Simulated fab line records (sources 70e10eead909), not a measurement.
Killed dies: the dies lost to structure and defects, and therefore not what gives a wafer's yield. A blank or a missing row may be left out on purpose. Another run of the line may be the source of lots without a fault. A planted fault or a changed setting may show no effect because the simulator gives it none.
What tool caused it? -- flow nand-harc -- 14 lots with 41 wafers sampled at 4 steps, on a route of 1302 steps

WHAT THE GAUGES SHOWED, per wafer
NHARC_THIN_TSV_CD_MEAS_37. Usual: 5001 nm for cd-nm, sd 4.3.
lot,measured,on,cd-nm (nm),flag
L325,day 24 10:18,cd-sem-03,5004 5004 5003,
L326,day 25 01:53,cd-sem-02,5009 5005 5008,
L327,day 25 11:11,cd-sem-01,5002 4995 4992,
L328,day 25 13:30,cd-sem-01,5008 5001 4996,
L330,day 25 20:34,cd-sem-02,5002 5002 4997,
L332,day 26 13:26,cd-sem-01,4997 4999 5004,
L341,day 30 09:07,cd-sem-03,4997 5002,
L342,day 31 02:25,cd-sem-01,5005 4999 4996,
L343,day 31 03:20,cd-sem-02,5002 4999 5011,
L344,day 31 18:23,cd-sem-03,4997 5000 4998,
L346,day 32 10:08,cd-sem-02,5000 5011 5001,
L347,day 32 11:23,cd-sem-01,4996 4995 5001,
L345,day 32 22:37,cd-sem-03,5000 5003 4999,
L348,day 33 11:55,cd-sem-03,5003 5002 5003,

WHAT TOOL EACH LOT RAN ON (gives the tool, then ch and the chambers of the sampled wafers, and finally the start)
lot,NHARC_THIN_TSV_PVD_19,NHARC_THIN_TSV_DEGAS_53,NHARC_THIN_TSV_ETCH_59
L325,"pvd-sputter-01, day 24 07:50 or earlier","pvd-sputter-03, day 24 07:50","rie-metal-02 ch 0,1, day 24 09:13"
L326,"pvd-sputter-01, day 24 23:26 or earlier","pvd-sputter-03, day 24 23:26","rie-metal-03 ch 0,1, day 25 00:44"
L327,"pvd-sputter-03, day 25 08:32 or earlier","pvd-sputter-02, day 25 08:32","rie-metal-02 ch 0,1, day 25 10:01"
L328,"pvd-sputter-03, day 25 10:54 or earlier","pvd-sputter-03, day 25 10:54","rie-metal-01 ch 0,1, day 25 12:20"
L330,"pvd-sputter-03, day 25 18:06 or earlier","pvd-sputter-03, day 25 18:06","rie-metal-02 ch 0,1, day 25 19:25"
L332,"pvd-sputter-02, day 26 10:40 or earlier","pvd-sputter-03, day 26 10:40","rie-metal-01 ch 1, day 26 12:05"
L341,"pvd-sputter-01, day 30 06:24 or earlier","pvd-sputter-03, day 30 06:24","rie-metal-01 ch 0,1, day 30 08:00"
L342,"pvd-sputter-03, day 30 23:45 or earlier","pvd-sputter-01, day 30 23:45","rie-metal-01 ch 0,1, day 31 01:11"
L343,"pvd-sputter-03, day 31 00:53 or earlier","pvd-sputter-02, day 31 00:53","rie-metal-03 ch 0,1, day 31 02:11"
L344,"pvd-sputter-02, day 31 15:46 or earlier","pvd-sputter-03, day 31 15:46","rie-metal-02 ch 0,1, day 31 17:17"
L346,"pvd-sputter-02, day 32 07:31 or earlier","pvd-sputter-01, day 32 07:31","rie-metal-03 ch 0,1, day 32 08:54"
L347,"pvd-sputter-02, day 32 08:47 or earlier","pvd-sputter-03, day 32 08:47","rie-metal-02 ch 0,1, day 32 10:14"
L345,"pvd-sputter-01, day 32 20:10 or earlier","pvd-sputter-01, day 32 20:10","rie-metal-02 ch 1, day 32 21:28"
L348,"pvd-sputter-03, day 33 09:20 or earlier","pvd-sputter-02, day 33 09:20","rie-metal-02 ch 0,1, day 33 10:48"
- NHARC_THIN_TSV_PVD_19: deposits TaN, target thk 20 nm.
- NHARC_THIN_TSV_DEGAS_53: time 60 s.
- NHARC_THIN_TSV_ETCH_59: etches the open film in Cl2/BCl3, target depth 880 nm, time 138.1 s.

AS READ BY THE TOOLS THEMSELVES (means over the sampled wafers that have a number; for cases with no such wafer, the mark the record gives instead)
NHARC_THIN_TSV_PVD_19. Usual: 29.8 % for throttle-valve-pct, sd 0.82.
lot,tool,throttle-valve-pct (%),flag
L325,pvd-sputter-01,28.5,
L326,pvd-sputter-01,29.3,
L327,pvd-sputter-03,29.5,
L328,pvd-sputter-03,29.7,
L330,pvd-sputter-03,29.8,
L332,pvd-sputter-02,29.3,
L341,pvd-sputter-01,30.1,
L342,pvd-sputter-03,30.6,
L343,pvd-sputter-03,30.2,
L344,pvd-sputter-02,29.6,
L346,pvd-sputter-02,29.6,
L347,pvd-sputter-02,29.3,
L345,pvd-sputter-01,30.1,
L348,pvd-sputter-03,30.3,

NHARC_THIN_TSV_DEGAS_53. Usual: 477 W for heater-power-w, sd 68.
lot,tool,heater-power-w (W),flag
L325,pvd-sputter-03,510,
L326,pvd-sputter-03,478,
L327,pvd-sputter-02,423,
L328,pvd-sputter-03,516,
L330,pvd-sputter-03,528,
L332,pvd-sputter-03,568,
L341,pvd-sputter-03,459,
L342,pvd-sputter-01,443,
L343,pvd-sputter-02,442,
L344,pvd-sputter-03,528,
L346,pvd-sputter-01,486,
L347,pvd-sputter-03,531,
L345,pvd-sputter-01,468,
L348,pvd-sputter-02,464,

NHARC_THIN_TSV_ETCH_59. Usual: drypump-motor-current-A 5.66 A, standard deviation 0.24; oes-product-au 0.993 a.u., standard deviation 0.014; throttle-valve-pct 22.265 %, standard deviation 0.0085.
lot,tool,drypump-motor-current-A (A),oes-product-au (a.u.),throttle-valve-pct (%),flag
L325,rie-metal-02,5.68,0.986,22.268,
L326,rie-metal-03,5.49,0.998,22.267,
L327,rie-metal-02,5.58,0.992,22.261,
L328,rie-metal-01,5.95,1.003,22.262,
L330,rie-metal-02,5.57,0.987,22.269,
L332,rie-metal-01,6.11,0.986,22.259,
L341,rie-metal-01,5.88,0.970,22.268,
L342,rie-metal-01,5.80,0.987,22.265,
L343,rie-metal-03,5.47,0.989,22.258,
L344,rie-metal-02,5.55,0.986,22.271,
L346,rie-metal-03,5.48,0.988,22.264,
L347,rie-metal-02,5.57,0.980,22.267,
L345,rie-metal-02,5.45,0.993,22.267,
L348,rie-metal-02,5.68,0.989,22.266,

THE ANSWER, worked out from the rows above alone
Rule: take the mean of a lot's wafers that have a number; if it is more than 3 standard deviations from the usual mean, the lot is off. Also off: a lot with no number at a reading for which 4 or more lots have one. Where the step has rows for the other lots, those lots are counted as sound. Order of review: gauges by route order, followed by the tools' own readings, for which a lot's mean as printed above is used. At the first step where some lot is off, the reading lying furthest off is the one used; lots without a number count as furthest.
Nothing can be told from this: no lot is off at any reading shown.

WHAT THE SIMULATOR HAD INSERTED
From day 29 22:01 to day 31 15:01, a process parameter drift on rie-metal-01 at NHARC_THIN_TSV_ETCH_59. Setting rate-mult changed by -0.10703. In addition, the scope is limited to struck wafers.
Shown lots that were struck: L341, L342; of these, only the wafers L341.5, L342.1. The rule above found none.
